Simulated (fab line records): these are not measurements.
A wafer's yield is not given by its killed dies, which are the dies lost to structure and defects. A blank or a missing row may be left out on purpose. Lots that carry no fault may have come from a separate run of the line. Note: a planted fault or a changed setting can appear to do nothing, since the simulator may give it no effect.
8D (eight disciplines) problem report, filled in by code	flow nand-harc	the parts of the form that need people (team, actions taken, sign-off) are left out

== 1. WHAT IS WRONG ==
NHARC_P_CONTACT_ETCH_31, run-length-s: mean 64.8 s over 1 wafer from 1 lot; wafers with no fault: 107.1 s, standard deviation 0.45. That is -94 standard deviations from the usual mean.
The step: etches the open film in CH3F/O2, target depth 30 nm, time 85.7 s.
First observed at day 10 14:43: wafer L798.3, on rie-diel-11. The record has a number at this step for 36 wafers belonging to 12 lots. By rule, "out" or "out of limits" means more than 4 standard deviations away from the usual mean. The rest of the wafers with a number are treated as sound.

== 2. WHAT IT IS, AND WHAT IT ISN'T ==
question	is	is not
which readings at this step	run-length-s	ch3f-flow-sccm, drypump-motor-current-A, oes-product-au, rf-vpp-V, showerhead-plenum-p-Torr, throttle-valve-pct
which lots	L798	L777, L778, L779, L780, L782, L783, L784, L786, L787, L788, L789
which wafers of those lots	L798.3	L798.2, L798.6
read on which tools	rie-diel-11	rie-diel-08
when	from day 10 14:43	up to then (35 sound wafers)

== 3. SUSPECTS, AND WHAT RULES EACH OUT ==
Counting: if a tool at a process step up to the reading ran every lot that is out, it stays a suspect. Sound lots after the first of them don't rule it out here, since some wafers of a struck lot are sound.
- pecvd-03 at NHARC_P_GATE_DEP_103 (deposits SiON, target thk 30 nm): kept. It processed L798, the lot that is out, at day 9 16:40, and its most recent sound lot before then was L788 at day 8 00:40.
- rie-diel-11 at NHARC_P_CONTACT_ETCH_31 (etches the open film in CH3F/O2, target depth 30 nm, time 85.7 s): kept. It processed L798, the lot that is out, at day 10 14:43, and its most recent sound lot before then was L786 at day 7 21:11. On those wafers its own readings are out: run-length-s.
- Within pecvd-03 at NHARC_P_GATE_DEP_103, the wafers that are out were processed in chamber 0 and their sound lot-mates in chamber 2.
- Within rie-diel-11 at NHARC_P_CONTACT_ETCH_31, the wafers that are out were processed in chamber 0 and their sound lot-mates in chamber 2.
Left after counting: pecvd-03 at NHARC_P_GATE_DEP_103, rie-diel-11 at NHARC_P_CONTACT_ETCH_31.

== 4. THE CAUSE (what the simulator had put in) ==
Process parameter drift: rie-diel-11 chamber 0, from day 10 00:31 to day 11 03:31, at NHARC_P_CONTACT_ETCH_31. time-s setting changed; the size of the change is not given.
Counting left 2 suspects, and this tool is among them.

== 5. THE CHAIN OF EFFECTS, in route order ==
Each row: a reading where the mean over the struck wafers with a number is more than 3 standard deviations away from the usual. Readings are gone through only where the record gives a usual standard deviation; hours: the median, over the lots, of the time from a lot's start at the first step in this table giving one to that lot's start at this step; sigmas: the change measured in usual standard deviations.
hours	step	reading	usual	on struck wafers	change	sigmas
0	NHARC_P_CONTACT_ETCH_31	run-length-s	107.1 s	64.8	-42.3	-94
It contains these process steps:
- NHARC_P_CONTACT_ETCH_31: etches the open film in CH3F/O2, target depth 30 nm, time 85.7 s.

== 6. WHAT WOULD HAVE CAUGHT IT SOONER ==
In this record no reading fell out of limits until day 10 14:43, 14 hours after the fault had begun at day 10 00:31.
